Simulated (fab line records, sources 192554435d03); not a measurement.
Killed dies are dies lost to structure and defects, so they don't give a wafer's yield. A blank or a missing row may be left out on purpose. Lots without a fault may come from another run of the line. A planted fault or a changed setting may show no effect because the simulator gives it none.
A struck lot beside a sound one | flow n5_finfet | 39 steps out of a route of 1938
Sound: wafers L235.2, L235.4, L235.6. Struck: wafers L240.1, L240.2. (L240.5 of the same lot was not struck and is left out.) The cause comes at the end.
At each step with rows: each side's tool, then ch and its chambers, then its first start. Under that, the readings that differ: sound wafers | struck wafers | difference of the means | sigmas: that difference in standard deviations of wafers without a fault.
alike: readings whose means differ by less than 2 such deviations, and words and numbers that are the same on both sides. not compared: withheld readings, readings that some wafer has no value for, bounds like >300 that may hide the same value, and numbers for which the record gives no deviation and whose values overlap.
The two part at a step that has a row with sigmas, a row that says differs or no value, or rows on one side only. Numbers that don't overlap but have no deviation are shown without sigmas and don't part them. A reading that every wafer of one side lacks parts them only if that side has two wafers or more.

first, 11 steps without rows for these wafers: N5_STI_FIN_REVEAL_DENSIFY_30; N5_STI_FIN_REVEAL_ETCHBACK_08 (etches SiO2 in C4F6/O2, target depth 30.5 nm, time 10.167 s); N5_STI_FIN_REVEAL_STRIP_24 (strips in N2/H2, time 90 s); N5_STI_FIN_REVEAL_PRECLEAN_25 (cleans in SPM, time 90 s); N5_STI_FIN_REVEAL_PRECLEAN_26 (cleans in SC1, time 45 s); N5_STI_FIN_REVEAL_PRECLEAN_29 (cleans in DHF, time 30 s); N5_STI_FIN_REVEAL_SRD_12 (time 30 s); N5_STI_FIN_REVEAL_RECESS_09 (chemistry HF/NH3, target SiO2, afs cycles 11, target depth 42.5 nm, sublimation time 60 s); N5_STI_FIN_REVEAL_STRIP_16 (strips SiNx in H3PO4, target depth 23.8 nm); N5_STI_FIN_REVEAL_PRECLEAN_17 (cleans in NF3:NH3, afs cycles 1, time 20 s, sublimation time 60 s); N5_STI_FIN_REVEAL_ETCH_34 (etches Si in H2, material Si, target depth 0.97 nm).
N5_STI_FIN_REVEAL_OXIDATION_31: chemistry O2 PLASMA REMOTE, time 20 s.
  sound on plasma_asher-01 ch 0,1, day 4 01:22; struck on plasma_asher-01 ch 0,1, day 5 08:37
  alike: drypump_motor_current_A, heater_power_w
  not compared: rf_hours_counter_h
then, 25 steps without rows for these wafers: N5_STI_FIN_REVEAL_PRECLEAN_32 (cleans in NF3:NH3, afs cycles 1, time 20 s, sublimation time 60 s); N5_STI_FIN_REVEAL_STRIP_35 (strips Si3N4 in H3PO4, target depth 4 nm, time 39 s); N5_STI_FIN_REVEAL_SRD_21 (time 30 s); N5_STI_FIN_REVEAL_OXIDATION_33 (chemistry O2 PLASMA REMOTE, time 20 s); N5_STI_FIN_REVEAL_CLEAN_19 (cleans in O3/DIW, time 120 s); N5_STI_FIN_REVEAL_SRD_23 (time 30 s); N5_STI_FIN_REVEAL_PRECLEAN_18 (cleans in SC2, time 45 s); N5_STI_FIN_REVEAL_SRD_28 (time 30 s); N5_DUMMY_GATE_PRECLEAN_00 (cleans in O3/DIW, time 60 s); N5_DUMMY_GATE_SRD_01 (time 30 s); N5_DUMMY_GATE_ALD_02 (deposits SiO2, target thk 2 nm, pulse time 1 s); N5_DUMMY_GATE_CVD_03 (deposits a-Si from SiH4, target thk 150 nm, time 8042 s); N5_DUMMY_GATE_PRECLEAN_46 (cleans in DIW, time 89.5 s); N5_DUMMY_GATE_SRD_47 (dry time 32 s); N5_DUMMY_GATE_CMP_04 (polishes a-Si); N5_DUMMY_GATE_HM_DEP_06 (deposits SiNx from DCS/NH3, target thk 80 nm, time 5141 s); N5_DUMMY_GATE_PECVD_30 (deposits SiO2 from TEOS/O2, target thk 55 nm, time 10.8 s); N5_DUMMY_GATE_COAT_34 (time 60 s, resist thk 60 nm); N5_DUMMY_GATE_COAT_35 (time 60 s, resist thk 10 nm); N5_DUMMY_GATE_COAT_28 (time 60 s, resist thk 10 nm); N5_DUMMY_GATE_COAT_09 (resist thk 30 nm); N5_DUMMY_GATE_EBR_11; N5_DUMMY_GATE_SOFTBAKE_10 (time 60 s); N5_DUMMY_GATE_EXPOSE_12 (exposes mask GATE, target cd 25 nm); N5_DUMMY_GATE_PEB_13 (peb time 60 s).
-- the record jumps here: 5 days lie between the struck wafers' starts before and after (it left off in module DUMMY_GATE and takes up again in module BEOL_M4, whose first step shown is number 1111 of the route) --
N5_BEOL_M4_RC_MEAS_101:
  sound on prober-02 ch 0, day 9 13:18; struck on prober-02 ch 0, day 10 16:36
  reading         | sound          | struck      | difference | sigmas
  REXT_N (ohm.um) | 72.7 72.8 70.9 | 80.5 81.8   | +9.0       | +6
  REXT_P (ohm.um) | 98.9 97.3 97.3 | 106.8 107.2 | +9.2       | +5
  SS_N (mV/dec)   | 71.9 72.4 71.9 | 70.6 70.4   | -1.6       | -2
  alike: DIBL_N, DIBL_P, IOFF_N, IOFF_P, ION_N, ION_P, SS_P, VT_N, VT_N_LONG, VT_P
-- the record jumps here: 5 days lie between the struck wafers' starts before and after (it left off in module BEOL_M4 and takes up again in module PASSIVATION, whose first step shown is number 1936 of the route) --
N5_PASSIVATION_PROBE_49:
  the record has rows for the struck wafers here (prober-02, day 15 07:17) and none for the sound ones

WHERE THEY PART
First at N5_BEOL_M4_RC_MEAS_101; last, within this record, at N5_PASSIVATION_PROBE_49.

WHY: what the simulator had put in
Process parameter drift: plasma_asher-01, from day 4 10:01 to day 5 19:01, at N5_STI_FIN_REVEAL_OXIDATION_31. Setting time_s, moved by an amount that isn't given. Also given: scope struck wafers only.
